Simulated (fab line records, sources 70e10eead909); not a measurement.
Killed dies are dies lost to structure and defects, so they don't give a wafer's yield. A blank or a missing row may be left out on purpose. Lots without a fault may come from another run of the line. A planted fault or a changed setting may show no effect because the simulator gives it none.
fab line records | flow nand_harc | part 2 of 2: steps 5 to 6 of 6
record lots=20 wafers=60 last_day=24
route steps=1159 shown P_BONDPAD@369 A_CHANNEL_HOLE_D1@477 A_STAIRCASE@530
lots that met no fault: from a run of the same line without faults
start_h: hours from the record's first day to the start of the lot's first wafer shown | wait_h: hours since the lot's step before | " the same as in the row above | L1.1+2: a row that stands for several wafers | - no value, or no start given | * or withheld: withheld | < > ~ a bound
route shown NAME@n: a module of which the file shows steps, and the number in the route of the first | usual: mean/standard deviation of fault-free wafers | same: alike in all rows | chamber/n: place in a boat | sites: the reading at each site | _std_site: their standard deviation | _edge_site: outer sites' mean less inner sites' | radius_mm: how far each site lies from the wafer's centre | mask NAME#n: copy n | behind: the tool/chamber that last shaped the wafer | hold: why the lot was held/for how many hours/how that ended | device: the transistor (n, p or np) that didn't switch | end of line: the same wafers' tests at the end of the route | a step without rows: its recipe alone | killed: dies lost to structure and defects at the first sort, not the wafer's yield | map: a wafer's dies, x killed, . not, _ none there
set.NAME: the setting as run; set.NAME@STEP: as run at that earlier step | model.NAME: the simulator's own value behind a step, which no gauge read
steps of the route over a sample of lots; a table a step, a row a wafer
services: from which hour (start_h, from the record's first day; less than 0 if before it) a tool's chamber was out of use, for how many hours, and why
## steps
# step NHARC_A_STAIRCASE_DESCUM_168
# recipe time_s=3 o2_flow_sccm=200 ar_flow_sccm=0 bias_power_w=0 chemistry=O2
# usual drypump_motor_current_A=5.7/0.52 oes_product_au=0.998/0.011 rf_vpp_V=58.0/0.88 showerhead_plenum_p_Torr=1.94/0.082 throttle_valve_pct=11.312/0.0089
# same time_s=3
# columns lot.wafer tool chamber start_h wait_h drypump_motor_current_A oes_product_au rf_hours_counter_h rf_vpp_V showerhead_plenum_p_Torr throttle_valve_pct
L074.1 rie_diel-08 1 233.96 - 5.2 0.999 39 56.1 1.88 11.311
L074.5 " 3 " " 6.0 0.991 - 57.9 1.98 11.303
L074.6 " 0 " " 5.5 0.992 - 58.7 1.96 11.302
L075.2 rie_diel-08 3 234.11 - 6.0 0.990 41 59.1 1.98 11.312
L075.4 " 0 " " 5.5 0.995 40 59.1 1.96 11.319
L075.1 " 1 " " 5.2 1.015 39 58.5 1.88 11.305
L076.3 rie_diel-02 2 250.42 - 6.5 0.993 26 58.8 1.96 11.309
L076.4 " 0 " " 4.9 1.009 34 58.0 2.06 11.325
L076.5 " 2 " " 6.5 1.008 - 59.0 1.96 11.315
L079.1 rie_diel-02 2 253.79 - 6.5 1.008 27 57.3 1.96 11.323
L079.4 " 3 " " 6.6 1.002 - 58.7 1.83 11.310
L079.5 " 0 " " 4.9 0.997 - 57.9 2.06 11.315
L077.3 rie_diel-01 2 253.97 - 5.5 1.010 34 56.9 1.90 11.304
L077.4 " 3 " " 5.1 1.005 34 57.3 1.96 11.312
L077.2 " 1 " " 5.6 1.020 35 59.7 1.92 11.296
L078.4 rie_diel-01 3 262.77 - 5.0 1.004 38 58.5 1.96 11.329
L078.2 " 1 " " 5.6 1.014 39 59.3 1.92 11.301
L078.5 " 0 " " 6.0 1.002 - 58.2 2.06 11.304
L080.3 rie_diel-01 1 266.19 - 5.6 1.024 40 58.2 1.92 11.309
L080.5 " 0 " " 6.0 0.988 - 59.0 2.06 11.299
L080.6 " 1 " " 5.6 1.020 - 57.7 1.92 11.303
L082.2 rie_diel-02 2 280.43 - 6.5 1.001 37 56.9 1.96 11.321
L082.3 " 0 " " 4.9 0.996 45 58.7 2.06 11.321
L082.6 " 2 " " 6.5 1.001 - 59.0 1.96 11.306
L081.4 rie_diel-01 0 280.62 - 6.0 0.987 44 59.1 2.06 11.297
L081.3 " 1 " " 5.7 1.001 45 57.4 1.92 11.317
L081.6 " 3 " " 5.0 1.012 - 58.4 1.96 11.306
L083.2 rie_diel-01 0 285.33 - 6.0 0.991 45 59.1 2.06 11.303
L083.1 " 1 " " 5.7 1.018 46 57.0 1.92 11.302
L083.5 " 3 " " 5.0 1.004 - 57.8 1.96 11.312
L086.3 rie_diel-01 0 306.48 - 6.0 0.997 52 59.6 2.06 11.305
L086.2 " 1 " " 5.6 1.013 53 56.9 1.92 11.308
L086.4 " 2 " " 5.5 1.003 54 56.2 1.89 11.318
L084.1 rie_diel-01 1 306.65 - 5.7 1.013 54 58.2 1.92 11.318
L084.2 " 3 " " 5.0 1.001 52 57.5 1.96 11.314
L084.5 " 2 " " 5.6 0.996 - 57.7 1.89 11.316
L087.1 rie_diel-01 1 311.10 - 5.6 1.022 55 57.7 1.92 11.314
L087.3 " 2 " " 5.5 0.999 56 57.9 1.89 11.306
L087.2 " 3 " " 5.0 1.014 54 59.1 1.96 11.304
L089.2 rie_diel-08 1 321.97 - 5.2 1.007 6 57.3 1.87 11.322
L089.4 " 0 " " 5.5 1.006 5 57.7 1.95 11.315
L089.5 " 1 " " 5.2 1.006 - 57.6 1.87 11.319
L090.2 rie_diel-08 3 322.12 - 6.0 0.997 5 57.3 1.97 11.319
L090.3 " 0 " " 5.5 1.006 5 57.7 1.95 11.307
L090.6 " 3 " " 6.0 0.997 - 58.4 1.97 11.307
L091.3 rie_diel-01 2 331.68 - 5.5 0.972 4 56.4 1.89 11.323
L091.4 " 1 " " 5.6 1.008 3 57.1 1.92 11.318
L091.6 " 3 " " 5.0 0.996 - 57.0 1.96 11.319
L093.2 rie_diel-02 0 342.30 - 4.9 1.012 2 58.7 2.06 11.308
L093.3 " 2 " " 6.5 0.993 2 58.7 1.95 11.292
L093.5 " 1 " " 5.2 0.977 - 56.8 1.80 11.314
L094.1 rie_diel-02 2 356.22 - 6.5 0.999 5 58.8 1.95 11.324
L094.4 " 0 " " 4.9 1.009 5 58.0 2.05 11.317
L094.6 " 1 " " 5.2 0.980 - 57.0 1.80 11.316
L095.1 rie_diel-02 2 356.50 - 6.5 0.984 6 58.1 1.95 11.316
L095.4 " 0 " " 4.9 1.007 5 59.1 2.05 11.307
L095.6 " 2 " " 6.5 0.984 - 56.7 1.95 11.315
L097.4 rie_diel-08 2 376.72 - 5.6 0.992 27 59.7 2.07 11.310
L097.1 " 1 " " 5.2 1.004 29 58.2 1.86 11.315
L097.6 " 2 " " 5.6 0.989 - 57.8 2.07 11.313
# step NHARC_A_STAIRCASE_ETCH_169
# recipe target_depth_a=500 time_s=107.1 ion_energy_ev=120 ch3f_flow_sccm=50 o2_flow_sccm=30 ar_flow_sccm=200 rf_w=500 bias_w=100 chemistry=CH3F/O2
# usual bias_w=100.0/0.31 drypump_motor_current_A=5.6/0.52 oes_product_au=0.945/0.02 rf_vpp_V=244.7/1.6 showerhead_plenum_p_Torr=2.49/0.1 throttle_valve_pct=20.663/0.0085
# same time_s=107.1
# columns lot.wafer tool chamber start_h wait_h bias_w drypump_motor_current_A oes_product_au rf_hours_counter_h rf_vpp_V showerhead_plenum_p_Torr throttle_valve_pct
L074.1 rie_diel-08 2 234.03 0.1 99.9 5.6 0.981 36 240.4 2.28 20.659
L074.6 " 1 " " 100.8 5.2 0.979 - 243.0 2.41 20.659
L074.5 " 2 " " 100.0 5.6 0.972 - 241.5 2.28 20.664
L075.1 rie_diel-08 0 234.20 0.1 99.9 5.5 0.942 41 244.1 2.52 20.673
L075.2 " 1 " " 100.6 5.2 0.972 39 243.4 2.41 20.659
L075.4 " 3 " " 100.1 6.0 0.937 41 245.4 2.54 20.668
L076.3 rie_diel-02 1 250.50 0.1 100.3 5.2 0.963 34 242.5 2.33 20.670
L076.4 " 2 " " 99.7 6.5 0.962 26 246.6 2.52 20.668
L076.5 " 2 " " 99.8 6.5 0.963 - 246.3 2.52 20.662
L079.1 rie_diel-02 0 254.00 0.2 99.9 4.9 0.959 35 247.2 2.65 20.672
L079.5 " 2 " " 100.1 6.5 0.950 - 245.9 2.52 20.658
L079.4 " 3 " " 99.7 6.6 0.941 - 243.5 2.35 20.665
L077.3 rie_diel-01 3 254.11 0.1 100.0 5.0 0.947 34 243.6 2.52 20.667
L077.4 " 0 " " 99.7 6.0 0.943 34 246.1 2.65 20.663
L077.2 " 1 " " 100.2 5.6 0.958 35 242.8 2.47 20.659
L078.2 rie_diel-01 2 262.99 0.2 99.9 5.6 0.933 38 245.2 2.44 20.658
L078.4 " 0 " " 99.6 6.0 0.913 38 246.2 2.64 20.663
L078.5 " 2 " " 100.2 5.5 0.929 - 244.8 2.44 20.642
L080.3 rie_diel-01 1 266.39 0.2 100.4 5.6 0.942 40 243.0 2.47 20.669
L080.5 " 3 " " 100.5 5.0 0.949 - 245.2 2.52 20.661
L080.6 " 0 " " 100.5 6.0 0.930 - 246.3 2.64 20.653
L082.3 rie_diel-02 0 280.55 0.1 100.0 4.9 0.917 45 246.1 2.64 20.675
L082.2 " 2 " " 99.7 6.5 0.946 37 245.1 2.51 20.675
L082.6 " 2 " " 100.0 6.5 0.944 - 245.4 2.51 20.685
L081.3 rie_diel-01 1 280.69 0.1 100.3 5.6 0.935 45 243.8 2.47 20.663
L081.4 " 0 " " 99.9 6.0 0.915 44 248.9 2.64 20.662
L081.6 " 1 " " 100.1 5.6 0.941 - 244.7 2.47 20.659
L083.2 rie_diel-01 2 285.40 0.1 100.1 5.5 0.924 45 245.0 2.43 20.643
L083.1 " 3 " " 100.0 5.0 0.928 45 246.4 2.52 20.664
L083.5 " 2 " " 100.1 5.5 0.924 - 244.0 2.43 20.657
L086.2 rie_diel-01 3 306.56 0.1 100.1 5.0 0.938 52 244.1 2.51 20.656
L086.3 " 0 " " 100.1 6.0 0.914 52 246.4 2.64 20.687
L086.4 " 1 " " 99.7 5.6 0.932 54 244.9 2.46 20.660
L084.2 rie_diel-01 2 306.76 0.1 99.9 5.5 0.924 54 244.9 2.43 20.649
L084.1 " 3 " " 100.2 5.1 0.927 52 245.7 2.51 20.654
L084.5 " 1 " " 100.0 5.6 0.932 - 245.0 2.46 20.667
L087.3 rie_diel-01 2 311.17 0.1 100.3 5.6 0.969 56 246.0 2.43 20.668
L087.1 " 3 " " 100.3 5.0 0.983 54 243.5 2.51 20.681
L087.2 " 0 " " 100.3 6.0 0.948 53 247.3 2.64 20.656
L089.2 rie_diel-08 0 322.44 0.5 99.7 5.5 0.937 6 245.7 2.51 20.662
L089.4 " 2 " " 100.0 5.6 0.930 6 247.2 2.66 20.656
L089.5 " 0 " " 99.9 5.5 0.942 - 246.0 2.51 20.690
L090.2 rie_diel-08 0 322.70 0.6 99.9 5.5 0.931 6 245.4 2.51 20.668
L090.3 " 3 " " 99.8 6.0 0.914 6 244.7 2.53 20.662
L090.6 " 1 " " 100.4 5.2 0.940 - 242.9 2.40 20.662
L091.3 rie_diel-01 1 331.87 0.2 100.3 5.6 0.952 3 243.8 2.46 20.659
L091.4 " 3 " " 99.9 5.1 0.947 4 245.1 2.51 20.665
L091.6 " 2 " " 99.8 5.5 0.909 - 243.2 2.43 20.653
L093.3 rie_diel-02 0 342.38 0.1 100.2 4.9 0.961 2 246.2 2.63 20.653
L093.2 " 1 " " 99.7 5.2 0.946 2 242.1 2.32 20.665
L093.5 " 1 " " 99.9 5.2 0.941 - 242.7 2.32 20.672
L094.4 rie_diel-02 2 356.30 0.1 99.5 6.5 0.959 6 244.3 2.50 20.661
L094.1 " 0 " " 99.7 4.9 0.974 5 244.9 2.63 20.672
L094.6 " 3 " " 100.1 6.6 0.984 - 243.8 2.34 20.673
L095.1 rie_diel-02 1 356.59 0.1 100.3 5.2 0.954 5 242.7 2.32 20.666
L095.4 " 3 " " 100.3 6.6 0.957 6 241.5 2.34 20.658
L095.6 " 2 " " 99.9 6.5 0.940 - 245.2 2.50 20.656
L097.4 rie_diel-08 1 376.81 0.1 100.4 5.2 0.983 29 243.9 2.39 20.653
L097.1 " 0 " " 100.2 5.5 0.970 29 245.6 2.50 20.670
L097.6 " 2 " " 100.1 5.7 0.963 - 247.2 2.65 20.664
## services
# columns tool chamber start_h hours kind
har_etch-02 - 117.40 0.5 repair
rie_diel-08 - 124.80 9.0 pm
rie_diel-01 2 129.59 5.5 repair
rie_diel-02 2 133.82 49.2 repair
rie_diel-01 - 138.37 9.0 pm
rie_diel-02 1 139.90 6.9 repair
rie_diel-02 - 150.83 9.0 pm
rie_diel-01 0 161.94 4.9 repair
rie_diel-09 - 182.37 1.0 repair
rie_diel-01 - 205.01 0.6 repair
rie_diel-01 3 213.66 4.4 repair
rie_diel-09 1 220.03 5.9 repair
rie_diel-01 3 240.27 4.8 repair
rie_diel-01 2 241.03 3.9 repair
rie_diel-02 1 250.78 36.2 repair
rie_diel-09 - 254.10 9.0 pm
har_etch-02 - 303.85 1.7 repair
har_etch-01 - 305.00 17.0 pm
rie_diel-02 0 307.41 9.1 repair
rie_diel-01 - 315.37 9.0 pm
rie_diel-02 - 327.83 9.0 pm
har_etch-02 - 330.15 1.8 repair
rie_diel-01 2 340.21 7.5 repair
rie_diel-09 0 344.56 1.3 repair
